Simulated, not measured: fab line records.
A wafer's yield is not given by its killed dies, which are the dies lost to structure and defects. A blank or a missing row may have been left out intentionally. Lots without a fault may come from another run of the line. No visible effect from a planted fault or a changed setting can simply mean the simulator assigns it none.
Which of the tools did it? + flow nand-harc + 45 wafers from 15 lots sampled at 2 of the route's 1302 steps

== WHAT THE GAUGES SHOWED, per wafer ==
NHARC_P_ZERO_WELL_INSPECT_43. Usual: raw-defect-count reads 13 (standard deviation 5.8).
| lot  | measured     | on                | raw-defect-count | flag |
|------|--------------|-------------------|------------------|------|
| L157 | day 2 03:43  | defect-inspect-01 | 10 11 5          |      |
| L158 | day 2 14:05  | defect-inspect-01 | 16 14 7          |      |
| L159 | day 2 23:44  | defect-inspect-02 | 9 14 9           |      |
| L160 | day 3 09:35  | defect-inspect-01 | 12 15 20         |      |
| L161 | day 3 19:34  | defect-inspect-02 | 16 10 11         |      |
| L162 | day 4 05:35  | defect-inspect-02 | 19 13 8          |      |
| L171 | day 7 23:26  | defect-inspect-01 | 11 15 28         |      |
| L172 | day 8 09:35  | defect-inspect-02 | 9 16 25          |      |
| L173 | day 8 19:27  | defect-inspect-01 | 9 10 9           |      |
| L175 | day 9 15:50  | defect-inspect-02 | 21 3 23          |      |
| L176 | day 10 01:32 | defect-inspect-02 | 31 17 14         |      |
| L177 | day 10 11:32 | defect-inspect-02 | 18 7 10          |      |
| L178 | day 10 21:29 | defect-inspect-01 | 13 12 16         |      |
| L179 | day 11 07:34 | defect-inspect-01 | 6 6 12           |      |
| L180 | day 11 17:27 | defect-inspect-01 | 9 4 8            |      |

== EACH LOT AND THE TOOL THAT RAN IT (in order: tool; ch and the chambers of the sampled wafers; start) ==
| lot  | NHARC_P_ZERO_WELL_DESCUM_39        |
|------|------------------------------------|
| L157 | rie-diel-12 ch 1,2,3, day 2 00:17  |
| L158 | rie-diel-13 ch 1,2, day 2 10:32    |
| L159 | rie-diel-13 ch 1,2,3, day 2 20:23  |
| L160 | rie-diel-03 ch 2,3, day 3 06:16    |
| L161 | rie-diel-13 ch 1,2,3, day 3 16:11  |
| L162 | rie-diel-12 ch 2,3, day 4 02:17    |
| L171 | rie-diel-03 ch 0,1,2, day 7 20:08  |
| L172 | rie-diel-13 ch 0,1, day 8 06:17    |
| L173 | rie-diel-12 ch 1,2,3, day 8 16:11  |
| L175 | rie-diel-03 ch 0,1, day 9 12:40    |
| L176 | rie-diel-12 ch 2,3, day 9 22:14    |
| L177 | rie-diel-13 ch 0,2,3, day 10 08:15 |
| L178 | rie-diel-13 ch 0,1,3, day 10 18:13 |
| L179 | rie-diel-12 ch 0,1,3, day 11 04:20 |
| L180 | rie-diel-13 ch 0,3, day 11 14:11   |
- NHARC_P_ZERO_WELL_DESCUM_39: chemistry O2, time 3 s.

== AS READ BY THE TOOLS THEMSELVES (means over the sampled wafers that have a number; for cases with no such wafer, the mark the record gives instead) ==
NHARC_P_ZERO_WELL_DESCUM_39. Usual: drypump-motor-current-A 5.7 A, standard deviation 0.36; oes-product-au 0.999 a.u., standard deviation 0.011; rf-vpp-V 57.7 V, standard deviation 0.79; showerhead-plenum-p-Torr 1.88 Torr, standard deviation 0.075; throttle-valve-pct 11.311 %, standard deviation 0.0093.
| lot  | tool        | drypump-motor-current-A (A) | oes-product-au (a.u.) | rf-vpp-V (V) | showerhead-plenum-p-Torr (Torr) | throttle-valve-pct (%) | flag |
|------|-------------|-----------------------------|-----------------------|--------------|---------------------------------|------------------------|------|
| L157 | rie-diel-12 | 5.8                         | 1.000                 | 57.4         | 1.93                            | 11.303                 |      |
| L158 | rie-diel-13 | 6.2                         | 0.999                 | 57.7         | 1.88                            | 11.311                 |      |
| L159 | rie-diel-13 | 5.8                         | 1.001                 | 57.5         | 1.86                            | 11.315                 |      |
| L160 | rie-diel-03 | 5.6                         | 1.007                 | 56.5         | 1.80                            | 11.310                 |      |
| L161 | rie-diel-13 | 5.8                         | 1.002                 | 58.0         | 1.86                            | 11.305                 |      |
| L162 | rie-diel-12 | 5.9                         | 0.992                 | 58.5         | 1.97                            | 11.315                 |      |
| L171 | rie-diel-03 | 5.6                         | 1.012                 | 57.5         | 1.90                            | 11.313                 |      |
| L172 | rie-diel-13 | 5.5                         | 0.990                 | 56.6         | 1.80                            | 11.299                 |      |
| L173 | rie-diel-12 | 5.8                         | 1.000                 | 58.1         | 1.91                            | 11.312                 |      |
| L175 | rie-diel-03 | 5.4                         | 1.009                 | 57.3         | 1.91                            | 11.311                 |      |
| L176 | rie-diel-12 | 6.0                         | 0.990                 | 58.5         | 1.97                            | 11.307                 |      |
| L177 | rie-diel-13 | 5.8                         | 0.993                 | 58.1         | 1.83                            | 11.308                 |      |
| L178 | rie-diel-13 | 5.5                         | 1.001                 | 57.6         | 1.81                            | 11.309                 |      |
| L179 | rie-diel-12 | 5.6                         | 0.993                 | 56.9         | 1.85                            | 11.310                 |      |
| L180 | rie-diel-13 | 5.5                         | 0.991                 | 57.7         | 1.81                            | 11.313                 |      |

== THE ANSWER, worked out from the rows above alone ==
Rule: a lot counts as off when the mean over its wafers that have a number is more than 3 standard deviations away from the usual mean. A lot without any number at a reading at which 4 lots or more have one is off too. Any other lot the step has rows for is counted as sound. The gauges are gone through in route order, then the tools' own readings, and for those a lot's mean is taken as printed above. The first step at which some lot is off is used, and at that step the reading that is off furthest; a lot without a number counts as furthest.
Nothing can be told from this: no lot is off at any reading shown.

== WHAT THE SIMULATOR HAD PUT IN ==
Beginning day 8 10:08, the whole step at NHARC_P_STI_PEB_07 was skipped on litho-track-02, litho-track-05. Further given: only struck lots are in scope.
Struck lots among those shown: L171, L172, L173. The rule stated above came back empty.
